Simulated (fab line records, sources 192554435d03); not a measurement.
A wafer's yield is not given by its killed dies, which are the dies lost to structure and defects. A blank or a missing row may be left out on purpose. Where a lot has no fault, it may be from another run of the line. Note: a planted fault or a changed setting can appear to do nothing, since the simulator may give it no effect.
Split-lot trial -- flow n5 finfet -- 7 lots, 21 wafers read, on a route of 1938 steps

SPLIT DETAILS
At N5_BEOL_M10_PECVD_70 (deposits SiO2 from TEOS/O2, target thk 20 nm, time 22.7 s), the setting time s was moved away from the recipe's 22.7 s on 5 of the 21 wafers read, by -10.9% to +8.1%. This setting was run at the recipe's value on the other wafers.

Reading taken at the split's own step.

THE READING
SiO2_of_BEOL_M10_PECVD_70.thk nm (the simulator's own value, which no gauge read), in nm, at N5_BEOL_M10_PECVD_70 (deposits SiO2 from TEOS/O2, target thk 20 nm, time 22.7 s). The file gives no usual value for it. Here, 16 wafers ran the recipe; their average is 20.1 nm with a standard deviation of 0.33 nm.

wafer,"tool, chamber at the split","time s as run, s",against the recipe,"SiO2_of_BEOL_M10_PECVD_70.thk nm, nm",against lot-mates on the recipe
L075.1,"pecvd-02, 1",22.7,recipe,20.4,-
L075.3,"pecvd-02, 2",22.7,recipe,19.4,-
L075.5,"pecvd-02, 1",22.7,recipe,20.6,-
L081.1,"pecvd-04, 2",22.7,recipe,20.2,-
L081.2,"pecvd-04, 1",22.7,recipe,20,-
L081.5,"pecvd-04, 2",20.6,-9.3%,18.6,-1.5
L085.1,"pecvd-03, 0",22.7,recipe,20.4,-
L085.2,"pecvd-03, 2",22.7,recipe,20,-
L085.5,"pecvd-03, 2",24.53,+8.1%,21.8,+1.6
L086.2,"pecvd-03, 2",22.7,recipe,20,-
L086.3,"pecvd-03, 1",22.7,recipe,20.4,-
L086.5,"pecvd-03, 1",22.7,recipe,20.4,-
L090.1,"pecvd-04, 2",22.7,recipe,20,-
L090.3,"pecvd-04, 1",22.7,recipe,20.2,-
L090.5,"pecvd-04, 0",20.23,-10.9%,18.4,-1.7
L093.2,"pecvd-03, 2",22.7,recipe,19.4,-
L093.4,"pecvd-03, 1",22.7,recipe,20.2,-
L093.6,"pecvd-03, 2",22.7,recipe,20,-
L096.1,"pecvd-02, 0",22.7,recipe,19.8,-
L096.2,"pecvd-02, 2",21.47,-5.4%,18.2,-1.6
L096.3,"pecvd-02, 1",21.47,-5.4%,19.4,-0.4

THE FIT
A straight line over all 21 wafers: SiO2_of_BEOL_M10_PECVD_70.thk nm changes by +0.183 nm for each +1% of time s; r = +0.88; the points scatter about the line by 0.39 nm.
The same after taking each lot's own level away (the mean of its wafers on the recipe; 21 wafers): +0.172 nm for each +1%; r = +0.90; scatter 0.34 nm.
According to that fit, moving time s by its largest amount changes the reading by 1.9 nm.
Measured against the standard deviation above, the lots' own levels, which go from 19.80 to 20.27 nm, span 1.4 times it.
The two slopes agree, so the slope changes little with the lot-to-lot level.
Check: -1.95 nm against its lot-mates is what the line predicts for one of the wafers moved furthest among these (-10.9%) when that wafer is left out of the fit. Against them it came out at -1.7 nm.

THE OTHER SPLITS THESE WAFERS WENT THROUGH
Note: prior to the reading, these wafers also went through further splits. Each is held against what the fit with the lots' levels taken away leaves over:
other split on the same wafers,wafers away from the commonest value,r with SiO2_of_BEOL_M10_PECVD_70.thk nm (lot level and that fit taken away)
N5_BEOL_M5_TRENCH_ETCH_37 source w,8,-0.28
N5_BEOL_M5_SPUTTER_48 time s,9,-0.06
N5_BEOL_M6_DESCUM_33 time s,5,+0.23
N5_BEOL_M6_ETCH_66 bias w,6,-0.10
N5_BEOL_M8_ILD_DEP_00 time s,5,+0.35
N5_BEOL_M8_COAT_05 spin rpm,4,-0.25
N5_BEOL_M8_TRENCH_ETCH_37 bias w,6,+0.34
N5_BEOL_M9_ETCH_65 bias w,3,+0.09

THE FILE'S OWN FIT
SiO2_of_BEOL_M10_PECVD_70.thk nm changes by +0.17 nm for each +1% of time s, r = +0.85.
